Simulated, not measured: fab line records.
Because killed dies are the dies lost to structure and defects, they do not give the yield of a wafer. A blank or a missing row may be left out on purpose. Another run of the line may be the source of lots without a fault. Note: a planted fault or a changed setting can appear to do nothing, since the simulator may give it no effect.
Split-lot experiment	flow n5-finfet	21 wafers read from 7 lots, route of 1938 steps

## ABOUT THE SPLIT
At N5_BEOL_M7_COAT_60 (time 60 s, resist thk 35 nm), the setting spin-rpm was moved away from the recipe's 1500 rpm on 4 of the 21 wafers read, by -6.1% to +5.9%. For the rest of the wafers, this setting stayed at what the recipe calls for.

## FROM THE SPLIT TO THE READING: what the file shows between them, 3 steps
- N5_BEOL_M7_COAT_05: resist thk 90 nm
- N5_BEOL_M7_EBR_07
- N5_BEOL_M7_DESCUM_16: chemistry O2, time 7.9 s

## THE READING
CAR-ArF_of_BEOL_M7_COAT_05.thk-nm (the simulator's own value, which no gauge read), in nm, at N5_BEOL_M7_ETCH_61 (etches SiARC in CF4, target depth 45.5 nm, time 75.8 s). No usual value for it is given in the file. The 17 wafers here that ran the recipe average 50.8 nm, standard deviation 0.32 nm.

wafer	tool, chamber at the split	spin-rpm as run, rpm	against the recipe	CAR-ArF_of_BEOL_M7_COAT_05.thk-nm, nm	against lot-mates on the recipe
L081.3	litho-track-02, 0	1500	recipe	51	-
L081.4	litho-track-02, 0	1500	recipe	51.2	-
L081.5	litho-track-02, 0	1500	recipe	51.4	-
L087.3	litho-track-02, 0	1500	recipe	50.4	-
L087.4	litho-track-02, 0	1500	recipe	50.6	-
L087.5	litho-track-02, 0	1500	recipe	50.6	-
L082.1	litho-track-05, 0	1500	recipe	50.8	-
L082.2	litho-track-05, 0	1408	-6.1%	49.8	-1.0
L082.5	litho-track-05, 0	1500	recipe	50.8	-
L091.2	litho-track-02, 0	1454	-3.1%	50	-0.6
L091.5	litho-track-02, 0	1500	recipe	50.4	-
L091.6	litho-track-02, 0	1500	recipe	50.8	-
L089.2	litho-track-01, 0	1500	recipe	51.4	-
L089.4	litho-track-01, 0	1589	+5.9%	52.4	+1.0
L089.6	litho-track-01, 0	1500	recipe	51.4	-
L093.1	litho-track-05, 0	1500	recipe	50.8	-
L093.3	litho-track-05, 0	1500	recipe	50.8	-
L093.5	litho-track-05, 0	1500	recipe	50.6	-
L097.1	litho-track-01, 0	1500	recipe	50.6	-
L097.5	litho-track-01, 0	1443	-3.8%	50	-0.7
L097.6	litho-track-01, 0	1500	recipe	50.8	-

FIT RESULTS
A straight line over all 21 wafers: CAR-ArF_of_BEOL_M7_COAT_05.thk-nm changes by +0.223 nm for each +1% of spin-rpm; r = +0.84; the points scatter about the line by 0.32 nm.
The same after taking each lot's own level away (the mean of its wafers on the recipe; 21 wafers): +0.171 nm for each +1%; r = +0.96; scatter 0.11 nm.
On that fit, the largest move of spin-rpm shifts the reading by 1 nm.
The span of the lots' own levels, 50.53 to 51.40 nm, comes to 2.7 times the standard deviation stated above.
In other words, the slope is changed by the lot-to-lot level; the two fits disagree.
Check: for one of the wafers moved furthest among these (-6.1%), held out of the fit, the line's prediction against its lot-mates is -1.09 nm. It came out at -1 nm against them.

## OTHER SPLITS ON THESE WAFERS
Note: prior to the reading, these wafers also went through further splits. Each is held against what the fit with the lots' levels taken away leaves over:
other split on the same wafers	wafers away from the commonest value	r with CAR-ArF_of_BEOL_M7_COAT_05.thk-nm (lot level and that fit taken away)
N5_BEOL_M5_COAT_60 spin-rpm	6	+0.05
N5_BEOL_M6_HM_DEP_02 target-thk-a	9	+0.10
N5_BEOL_M7_ILD_DEP_00 time-s	8	+0.00

## THE WHOLE CHAIN: every reading that the file lists as answering this split, in the file's order
step	what it does	reading	change (the file's fit)	r (the file's)
N5_BEOL_M7_COAT_60	time 60 s, resist thk 35 nm	SiARC_of_BEOL_M7_COAT_60.thk-nm (the simulator's own value, which no gauge read)	-0.191 nm for each +1% of the setting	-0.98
N5_BEOL_M7_ETCH_61	etches SiARC in CF4, target depth 45.5 nm, time 75.8 s	etch.depth-nm (the simulator's own value, which no gauge read)	-0.19 nm for each +1% of the setting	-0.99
N5_BEOL_M7_ETCH_61	etches SiARC in CF4, target depth 45.5 nm, time 75.8 s	CAR-ArF_of_BEOL_M7_COAT_05.thk-nm (the simulator's own value, which no gauge read)	+0.171 nm for each +1% of the setting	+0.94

## THE FILE'S OWN FIT
CAR-ArF_of_BEOL_M7_COAT_05.thk-nm changes by +0.171 nm for each +1% of spin-rpm, r = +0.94.
